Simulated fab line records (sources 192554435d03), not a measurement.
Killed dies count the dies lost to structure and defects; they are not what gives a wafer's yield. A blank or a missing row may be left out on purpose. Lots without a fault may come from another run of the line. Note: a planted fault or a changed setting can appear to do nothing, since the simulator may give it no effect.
Lot-split experiment -- flow n5Finfet -- 39 wafers read from 7 lots, route of 1938 steps

SPLIT DETAILS
At N5_STI_FIN_REVEAL_ALD_00 (deposits SiO2, target thk 1 nm, pulse time 1 s), the setting targetThkA was moved away from the recipe's 10 angstrom on 12 of the 39 wafers read, by -59.8% to +58.5%. For the rest of the wafers, this setting stayed at what the recipe calls for.

The split's own step is where the reading is taken.

THE READING
SiO2_of_STI_FIN_REVEAL_ALD_00.thkNm (the simulator's own value, which no gauge read), in nm, at N5_STI_FIN_REVEAL_ALD_00 (deposits SiO2, target thk 1 nm, pulse time 1 s). The file does not state a usual value for it.

wafer,"tool, chamber at the split","targetThkA as run, angstrom",against the recipe,"SiO2_of_STI_FIN_REVEAL_ALD_00.thkNm, nm",against lot-mates on the recipe
L074.1,"aldSin-04, 1,0,0",10,recipe,1,-
L074.4,"aldSin-04, 1,0,0",10,recipe,1,-
L074.6,"aldSin-04, 1,0,0",10,recipe,1,-
L076.1,"aldSin-02, 3,0,1",15.85,+58.5%,1.6,+0.6
L076.4,"aldSin-02, 3,0,1",15.85,+58.5%,1.6,+0.6
L076.6,"aldSin-02, 3,0,1",15.85,+58.5%,1.6,+0.6
L076.2,"aldSin-02, 2,1,2",10,recipe,1,-
L076.3,"aldSin-02, 2,1,2",10,recipe,1,-
L076.5,"aldSin-02, 2,1,2",10,recipe,1,-
L077.1,"aldSin-02, 2,0,3,1,1,0",10,recipe,1,-
L077.2,"aldSin-02, 2,0,3,1,1,0",10,recipe,1,-
L077.3,"aldSin-02, 2,0,3,1,1,0",10,recipe,1,-
L077.4,"aldSin-02, 2,0,3,1,1,0",10,recipe,1,-
L077.5,"aldSin-02, 2,0,3,1,1,0",10,recipe,1,-
L077.6,"aldSin-02, 2,0,3,1,1,0",10,recipe,1,-
L091.1,"aldSin-03, 0,2,0",10,recipe,1,-
L091.3,"aldSin-03, 0,2,0",10,recipe,1,-
L091.5,"aldSin-03, 0,2,0",10,recipe,1,-
L091.2,"aldSin-03, 3,1,3",13.64,+36.4%,1.4,+0.4
L091.4,"aldSin-03, 3,1,3",13.64,+36.4%,1.4,+0.4
L091.6,"aldSin-03, 3,1,3",13.64,+36.4%,1.4,+0.4
L092.1,"aldSin-04, 1,0,3",10,recipe,1,-
L092.4,"aldSin-04, 1,0,3",10,recipe,1,-
L092.6,"aldSin-04, 1,0,3",10,recipe,1,-
L092.2,"aldSin-04, 3,2,0",4.016,-59.8%,0.4,-0.6
L092.3,"aldSin-04, 3,2,0",4.016,-59.8%,0.4,-0.6
L092.5,"aldSin-04, 3,2,0",4.016,-59.8%,0.4,-0.6
L093.1,"aldSin-02, 0,2,1,0,1,2",10,recipe,1,-
L093.2,"aldSin-02, 0,2,1,0,1,2",10,recipe,1,-
L093.3,"aldSin-02, 0,2,1,0,1,2",10,recipe,1,-
L093.4,"aldSin-02, 0,2,1,0,1,2",10,recipe,1,-
L093.5,"aldSin-02, 0,2,1,0,1,2",10,recipe,1,-
L093.6,"aldSin-02, 0,2,1,0,1,2",10,recipe,1,-
L095.1,"aldSin-02, 2,0,1",12.01,+20.1%,1.2,+0.2
L095.2,"aldSin-02, 2,0,1",12.01,+20.1%,1.2,+0.2
L095.6,"aldSin-02, 2,0,1",12.01,+20.1%,1.2,+0.2
L095.3,"aldSin-02, 3,1,0",10,recipe,1,-
L095.4,"aldSin-02, 3,1,0",10,recipe,1,-
L095.5,"aldSin-02, 3,1,0",10,recipe,1,-
If several chambers appear in one row, that row covers several wafers at once and the file leaves open which wafer was in which chamber.

FIT RESULTS
A straight line over all 39 wafers: SiO2_of_STI_FIN_REVEAL_ALD_00.thkNm changes by +0.0102 nm for each +1% of targetThkA; r = +1.00; the points scatter about the line by 0.0083 nm.
The same after taking each lot's own level away (the mean of its wafers on the recipe; 39 wafers): +0.0102 nm for each +1%; r = +1.00; scatter 0.0083 nm.
On that fit, the largest move of targetThkA shifts the reading by 0.61 nm.
The lots' own levels span 1.00 to 1.00 nm.
Hence the lot-to-lot level has little effect on the slope; both slopes agree.
Check: for one of the wafers moved furthest among these (-59.8%), held out of the fit, the line's prediction against its lot-mates is -0.613 nm. It came out at -0.6 nm against them.

FILE'S OWN FIT
SiO2_of_STI_FIN_REVEAL_ALD_00.thkNm changes by +0.0103 nm for each +1% of targetThkA, r = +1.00.
